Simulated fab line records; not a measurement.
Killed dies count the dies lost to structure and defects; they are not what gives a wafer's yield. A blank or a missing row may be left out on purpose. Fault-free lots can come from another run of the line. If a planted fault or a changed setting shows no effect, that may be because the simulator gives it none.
Split-lot trial + flow n5-finfet + on a route of 1938 steps: 7 lots, 21 wafers read

## ABOUT THE SPLIT
At N5_BEOL_M2_PECVD_72 (deposits SiO2 from TEOS/O2, target thk 16 nm, time 18 s), the setting temp-c was moved away from the recipe's 400 C on 7 of the 21 wafers read, by -3.6% to +3.3%. The other wafers ran this setting at the recipe's value.

The reading comes from the split's own step.

## THE READING
SiO2_of_BEOL_M2_PECVD_72.thk-nm (the simulator's own value, which no gauge read), in nm, at N5_BEOL_M2_PECVD_72 (deposits SiO2 from TEOS/O2, target thk 16 nm, time 18 s). The file does not state a usual value for it. The 14 wafers here that ran the recipe average 16.0 nm, standard deviation 0.24 nm.

| wafer  | tool, chamber at the split | temp-c as run, C | against the recipe | SiO2_of_BEOL_M2_PECVD_72.thk-nm, nm | against lot-mates on the recipe |
|--------|----------------------------|------------------|--------------------|-------------------------------------|---------------------------------|
| L075.2 | pecvd-02, 0                | 385.7            | -3.6%              | 17                                  | +1.0                            |
| L075.5 | pecvd-02, 2                | 385.7            | -3.6%              | 17.2                                | +1.2                            |
| L075.6 | pecvd-02, 1                | 400              | recipe             | 16                                  | -                               |
| L081.1 | pecvd-02, 2                | 400              | recipe             | 15.6                                | -                               |
| L081.2 | pecvd-02, 1                | 390.3            | -2.4%              | 16.6                                | +0.9                            |
| L081.5 | pecvd-02, 2                | 400              | recipe             | 15.8                                | -                               |
| L084.2 | pecvd-01, 0                | 400              | recipe             | 16.4                                | -                               |
| L084.3 | pecvd-01, 0                | 400              | recipe             | 16.4                                | -                               |
| L084.6 | pecvd-01, 1                | 400              | recipe             | 16                                  | -                               |
| L086.2 | pecvd-04, 1,2              | 400              | recipe             | 16                                  | -                               |
| L086.3 | pecvd-04, 1,2              | 400              | recipe             | 16                                  | -                               |
| L086.6 | pecvd-04, 1                | 400              | recipe             | 16.2                                | -                               |
| L090.2 | pecvd-04, 1                | 413.3            | +3.3%              | 14.4                                | -1.5                            |
| L090.5 | pecvd-04, 1                | 400              | recipe             | 15.8                                | -                               |
| L090.6 | pecvd-04, 2                | 400              | recipe             | 16                                  | -                               |
| L091.2 | pecvd-01, 1                | 400              | recipe             | 15.6                                | -                               |
| L091.3 | pecvd-01, 2                | 392.5            | -1.9%              | 16.8                                | +0.9                            |
| L091.5 | pecvd-01, 2                | 400              | recipe             | 16.2                                | -                               |
| L097.1 | pecvd-01, 2                | 400              | recipe             | 16                                  | -                               |
| L097.2 | pecvd-01, 0                | 390.5            | -2.4%              | 17                                  | +1.0                            |
| L097.4 | pecvd-01, 2                | 390.5            | -2.4%              | 17.4                                | +1.4                            |
Where a row lists several chambers, the file gives one row for several wafers and doesn't say which wafer went through which chamber.

THE FIT
A straight line over all 21 wafers: SiO2_of_BEOL_M2_PECVD_72.thk-nm changes by -0.387 nm for each +1% of temp-c; r = -0.92; the points scatter about the line by 0.27 nm.
The same after taking each lot's own level away (the mean of its wafers on the recipe; 21 wafers): -0.393 nm for each +1%; r = -0.95; scatter 0.21 nm.
On that fit, the largest move of temp-c shifts the reading by 1.4 nm.
Measured against the standard deviation above, the lots' own levels, which go from 15.70 to 16.27 nm, span 2.4 times it.
The two slopes are in agreement: the lot-to-lot level therefore moves the slope only a little.
Check: with one of the wafers moved furthest among these (-3.6%) left out of the fit, the line predicts +1.51 nm for it against its lot-mates. It came out at +1 nm against them.

## FURTHER SPLITS ON THESE WAFERS
Before the reading, these wafers also passed through other splits. Each is held against what the fit with the lots' levels taken away leaves over:
| other split on the same wafers               | wafers away from the commonest value | r with SiO2_of_BEOL_M2_PECVD_72.thk-nm (lot level and that fit taken away) |
|----------------------------------------------|--------------------------------------|----------------------------------------------------------------------------|
| N5_SDB_STRIP_22 power-w                      | 7                                    | -0.26                                                                      |
| N5_HKMG_FIN_ETCH_54 source-w                 | 7                                    | +0.24                                                                      |
| N5_MOL_CONTACT_COAG_CONTACT_ETCH_14 source-w | 2                                    | +0.27                                                                      |
| N5_MOL_CONTACT_COAG_COAT_64 spin-rpm         | 7                                    | -0.01                                                                      |
| N5_BEOL_M0_SAQP_SPACER1_ALD_98 ald-cycles    | 4                                    | +0.04                                                                      |
| N5_BEOL_M0_SAQP_ETCH_107 bias-w              | 7                                    | +0.03                                                                      |
| N5_BEOL_M0_DEP_125 time-s                    | 10                                   | -0.10                                                                      |
| N5_BEOL_M1_ILD_DEP_00 time-s                 | 7                                    | +0.33                                                                      |
| N5_BEOL_M1_COAT_73 spin-rpm                  | 5                                    | +0.32                                                                      |

## FILE'S OWN FIT
SiO2_of_BEOL_M2_PECVD_72.thk-nm changes by -0.402 nm for each +1% of temp-c, r = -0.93.
